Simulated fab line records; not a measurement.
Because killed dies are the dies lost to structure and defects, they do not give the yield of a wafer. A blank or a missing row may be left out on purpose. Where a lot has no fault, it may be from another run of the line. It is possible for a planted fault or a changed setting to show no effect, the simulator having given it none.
The tool behind it: which one? -- flow nand-harc -- 72 wafers from 24 lots sampled at 3 of the route's 1159 steps

## WHAT THE GAUGES READ, wafer by wafer
NHARC_A_BLC_OVL_MEAS_11. Usual: overlay-x-nm 0.1 nm, standard deviation 0.77; overlay-y-nm 0.2 nm, standard deviation 0.76.
lot,measured,on,overlay-x-nm (nm),overlay-y-nm (nm),flag
L074,day 17 18:57,overlay-01,-0.5 -0.6 -0.8,0.8 0.7 0.6,
L077,day 18 07:58,overlay-01,0.1 0.1 -0.1,1.1 1.0 0.6,
L076,day 18 08:17,overlay-01,0.5 0.3 -0.7,-0.4 -0.4 -0.3,
L075,day 18 12:40,overlay-02,0.0 -0.1 0.6,0.5 1.0 1.1,
L079,day 18 21:09,overlay-02,0.0 -0.4 0.2,0.5 1.0 0.7,
L078,day 19 06:52,overlay-01,0.4 -0.5 0.0,-0.5 -0.4 -0.3,
L081,day 19 07:30,overlay-01,-1.2 -0.3 -0.5,-0.1 0.1 -0.2,
L080,day 19 22:14,overlay-01,-0.4 0.6 0.4,0.2 0.5 0.6,
L082,day 20 01:26,overlay-02,-0.7 -1.1 -0.7,-0.9 -1.0 -1.2,
L084,day 20 06:37,overlay-01,1.0 0.7 0.6,-0.5 -0.1 -0.8,
L083,day 20 07:45,overlay-01,-1.9 -2.1 -1.6,0.6 0.8 0.9,
L085,day 20 09:41,overlay-02,0.2 0.1 0.1,0.1 -0.1 0.2,
L087,day 20 12:22,overlay-01,1.5 1.5 1.1,0.0 0.3 0.5,
L089,day 20 13:40,overlay-02,0.9 0.8 0.9,-1.5 -1.3 -0.9,
L090,day 20 21:55,overlay-01,-0.1 0.1 0.5,0.7 0.5 1.1,
L086,day 21 15:51,overlay-01,0.0 0.7 0.0,0.6 1.0 0.6,
L091,day 21 14:41,overlay-02,0.7 0.5 1.0,-0.9 -0.2 -0.5,
L088,day 21 16:35,overlay-02,0.0 -0.6 0.0,0.0 -0.3 0.5,
L092,day 21 20:17,overlay-01,1.2 1.1 1.0,-0.4 -0.5 -0.3,
L093,day 22 02:19,overlay-02,0.5 1.4 0.8,1.2 0.9 0.7,
L096,day 22 10:56,overlay-01,-0.4 -0.3 0.4,-0.6 -0.9 -0.9,
L094,day 22 17:54,overlay-02,0.1 -0.2 0.3,0.4 0.7 0.7,
L095,day 22 22:30,overlay-01,0.9 0.3 0.7,0.3 0.1 0.4,
L097,day 23 00:58,overlay-02,-0.5 -0.9 -1.2,1.3 1.6 1.6,

## WHAT TOOL EACH LOT RAN ON (gives the tool, then ch and the chambers of the sampled wafers, and finally the start)
lot,NHARC_A_CONTACT_ETCH_133,NHARC_A_CONTACT_ETCH_92
L074,"har-cap-etch-01 ch 0,1, day 16 11:03","rie-diel-02 ch 1,2, day 16 17:52"
L077,"har-cap-etch-03 ch 0,1, day 17 13:31","rie-diel-06 ch 0,2,3, day 17 19:50"
L076,"har-cap-etch-01 ch 0,1, day 17 13:58","rie-diel-07 ch 0,1, day 17 20:18"
L075,"har-cap-etch-02 ch 0,1, day 17 19:23","rie-diel-02 ch 0,1, day 18 03:35"
L079,"har-cap-etch-03 ch 0,1, day 18 08:44","rie-diel-02 ch 0,3, day 18 14:44"
L078,"har-cap-etch-01 ch 0,1, day 18 13:47","rie-diel-06 ch 1,2,3, day 18 19:59"
L081,"har-cap-etch-02 ch 0,1, day 18 17:36","rie-diel-07 ch 0,1,3, day 19 00:17"
L080,"har-cap-etch-01 ch 0,1, day 19 06:33","rie-diel-07 ch 0,3, day 19 13:22"
L082,"har-cap-etch-01 ch 0,1, day 19 15:37","rie-diel-07 ch 0,3, day 19 21:34"
L084,"har-cap-etch-03 ch 0,1, day 19 16:17","rie-diel-06 ch 0,1,2, day 20 00:36"
L083,"har-cap-etch-03 ch 0,1, day 19 20:38","rie-diel-07 ch 1,2,3, day 20 04:23"
L085,"har-cap-etch-01 ch 0,1, day 19 22:00","rie-diel-07 ch 0,3, day 20 04:52"
L087,"har-cap-etch-03 ch 0,1, day 20 02:13","rie-diel-06 ch 0,1, day 20 08:40"
L089,"har-cap-etch-02 ch 0,1, day 20 02:52","rie-diel-07 ch 0,3, day 20 09:13"
L090,"har-cap-etch-01 ch 0,1, day 20 07:46","rie-diel-07 ch 1,2, day 20 18:40"
L086,"har-cap-etch-02 ch 0,1, day 20 08:49","rie-diel-07 ch 0,1, day 20 22:07"
L091,"har-cap-etch-03 ch 0,1, day 20 11:19","rie-diel-07 ch 0,1,2, day 20 22:29"
L088,"har-cap-etch-01 ch 0,1, day 20 14:02","rie-diel-07 ch 0,1, day 21 00:37"
L092,"har-cap-etch-02 ch 0,1, day 21 07:23","rie-diel-02 ch 0,1,2, day 21 13:43"
L093,"har-cap-etch-03 ch 0,1, day 21 13:17","rie-diel-07 ch 0,2,3, day 21 20:49"
L096,"har-cap-etch-02 ch 0,1, day 21 23:49","rie-diel-07 ch 2,3, day 22 07:18"
L094,"har-cap-etch-03 ch 0,1, day 22 06:20","rie-diel-02 ch 0,2,3, day 22 12:45"
L095,"har-cap-etch-02 ch 0,1, day 22 09:59","rie-diel-07 ch 1,2, day 22 17:17"
L097,"har-cap-etch-03 ch 0,1, day 22 15:37","rie-diel-07 ch 0,1,2, day 22 21:52"
- NHARC_A_CONTACT_ETCH_133: etches the open film in C4F8/O2/Ar, time 195 s, target depth 840 nm.
- NHARC_A_CONTACT_ETCH_92: etches the open film in CH3F/O2, target depth 40 nm, time 85.7 s.

## WHAT THE TOOLS THEMSELVES READ (means of the sampled wafers that have a number; where no wafer has one, the mark that the record gives instead)
NHARC_A_CONTACT_ETCH_92. Usual: drypump-motor-current-A 5.9 A, standard deviation 0.33; oes-product-au 0.938 a.u., standard deviation 0.027; rf-vpp-V 244.5 V, standard deviation 1.5; showerhead-plenum-p-Torr 2.47 Torr, standard deviation 0.094; throttle-valve-pct 20.662 %, standard deviation 0.0081.
lot,tool,drypump-motor-current-A (A),oes-product-au (a.u.),rf-vpp-V (V),showerhead-plenum-p-Torr (Torr),throttle-valve-pct (%),flag
L074,rie-diel-02,5.3,0.920,243.5,2.40,20.658,
L077,rie-diel-06,6.0,0.930,245.2,2.48,20.654,
L076,rie-diel-07,5.8,0.941,245.9,2.55,20.657,
L075,rie-diel-02,5.9,0.930,242.9,2.34,20.671,
L079,rie-diel-02,6.3,1.012,244.2,2.42,20.666,
L078,rie-diel-06,5.8,1.014,245.5,2.56,20.662,
L081,rie-diel-07,5.9,0.941,244.0,2.47,20.656,
L080,rie-diel-07,5.8,0.923,243.4,2.45,20.664,
L082,rie-diel-07,5.8,0.930,244.3,2.45,20.654,
L084,rie-diel-06,6.0,0.923,245.5,2.50,20.655,
L083,rie-diel-07,6.1,0.921,244.3,2.48,20.664,
L085,rie-diel-07,5.8,0.931,244.1,2.45,20.662,
L087,rie-diel-06,6.2,0.917,245.6,2.55,20.661,
L089,rie-diel-07,6.0,0.932,243.7,2.39,20.659,
L090,rie-diel-07,6.1,0.928,245.0,2.54,20.663,
L086,rie-diel-07,5.7,0.921,245.5,2.53,20.665,
L091,rie-diel-07,5.9,0.925,244.8,2.54,20.661,
L088,rie-diel-07,5.7,0.925,245.5,2.53,20.666,
L092,rie-diel-02,5.6,0.912,242.8,2.35,20.664,
L093,rie-diel-07,6.0,0.934,243.9,2.45,20.662,
L096,rie-diel-07,6.2,0.934,244.7,2.46,20.671,
L094,rie-diel-02,5.9,1.002,243.8,2.39,20.657,
L095,rie-diel-07,6.0,0.934,246.3,2.55,20.667,
L097,rie-diel-07,5.9,0.928,245.9,2.53,20.665,

## THE ANSWER, worked out from the rows above alone
Rule: a lot counts as off when the mean over its wafers that have a number is more than 3 standard deviations away from the usual mean. A lot without any number at a reading at which 4 lots or more have one is off too. Any other lot the step has rows for is counted as sound. After the gauges, taken in route order, come the tools' own readings; for these a lot's mean is taken, as printed above. The first step at which some lot is off is used, and at that step the reading that is off furthest; a lot without a number counts as furthest.
No lot is off on any of the readings shown, so nothing can be concluded from this.

## WHAT HAD BEEN PUT IN BY THE SIMULATOR
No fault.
